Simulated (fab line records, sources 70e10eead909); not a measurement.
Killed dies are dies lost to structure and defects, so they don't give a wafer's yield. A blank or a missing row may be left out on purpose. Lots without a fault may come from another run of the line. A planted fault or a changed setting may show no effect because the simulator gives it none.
Tool commonality check | flow nand_harc | 3 lots, 9 wafers sampled

WHY IT WAS OPENED
At NHARC_END_SORT_01 the reading killed_at_periphery is flagged on 2 of 3 lots. Wafers without a fault read 4.0, standard deviation 3.
Rule: a lot is flagged when every wafer of it that has a number lies more than 4 standard deviations from that mean, or none has a number. The other lots count as sound.

lot  | measured     | on        | killed_at_periphery, wafer by wafer | flag
L896 | day 29 12:41 | prober-02 | 645 654 651                         | FLAGGED
L899 | day 30 05:29 | prober-02 | 607 604 609                         | FLAGGED
L900 | day 30 06:19 | prober-01 | 6 5 2                               |
The numbers of the flagged lots are 628.3 on average: +624.3 against the usual, or +99 or more standard deviations.

WHICH TOOL RAN EACH LOT
The record holds 1 process step before the reading, out of a route of 1302 steps. In each cell: the tool, then ch and the chambers that the sampled wafers went through, then the start.
lot  | flag    | NHARC_P_ZERO_WELL_EXPOSE_21
L896 | FLAGGED | krf_scanner-03 ch 0, day 6 02:25
L899 | FLAGGED | krf_scanner-03 ch 0, day 7 08:56
L900 |         | krf_scanner-01 ch 0, day 7 18:26
What these steps do:
- NHARC_P_ZERO_WELL_EXPOSE_21: exposes mask P NWELL, target cd 720 nm.
- NHARC_END_SORT_01

FLAGGED OVER TOTAL, TOOL BY TOOL (the gauges that took the reading come last)
step                        | tool           | lots run | flagged | share of the flagged lots | sound lots run after its first flagged lot
NHARC_P_ZERO_WELL_EXPOSE_21 | krf_scanner-01 | 1        | 0       | none                      | -
NHARC_P_ZERO_WELL_EXPOSE_21 | krf_scanner-03 | 2        | 2       | all                       | 0
NHARC_END_SORT_01           | prober-01      | 1        | 0       | none                      | -
NHARC_END_SORT_01           | prober-02      | 2        | 2       | all                       | 0

WHAT THE TABLE ALLOWS
2 rows of the table ran every flagged lot: krf_scanner-03 at NHARC_P_ZERO_WELL_EXPOSE_21, prober-02 at NHARC_END_SORT_01.
- krf_scanner-03 at NHARC_P_ZERO_WELL_EXPOSE_21: 2 of its 2 lots flagged. It ran no sound lot before its first flagged lot in this sample, so the start can't be narrowed down.
- prober-02 at NHARC_END_SORT_01: 2 of its 2 lots flagged. It ran no sound lot before its first flagged lot in this sample, so the start can't be narrowed down.
Counting lots can't tell these 2 tools apart, because each fits a fault that began at some hour. More lots, or a look at what each step does to the wafer, might.

WHAT THE SIMULATOR HAD PUT IN
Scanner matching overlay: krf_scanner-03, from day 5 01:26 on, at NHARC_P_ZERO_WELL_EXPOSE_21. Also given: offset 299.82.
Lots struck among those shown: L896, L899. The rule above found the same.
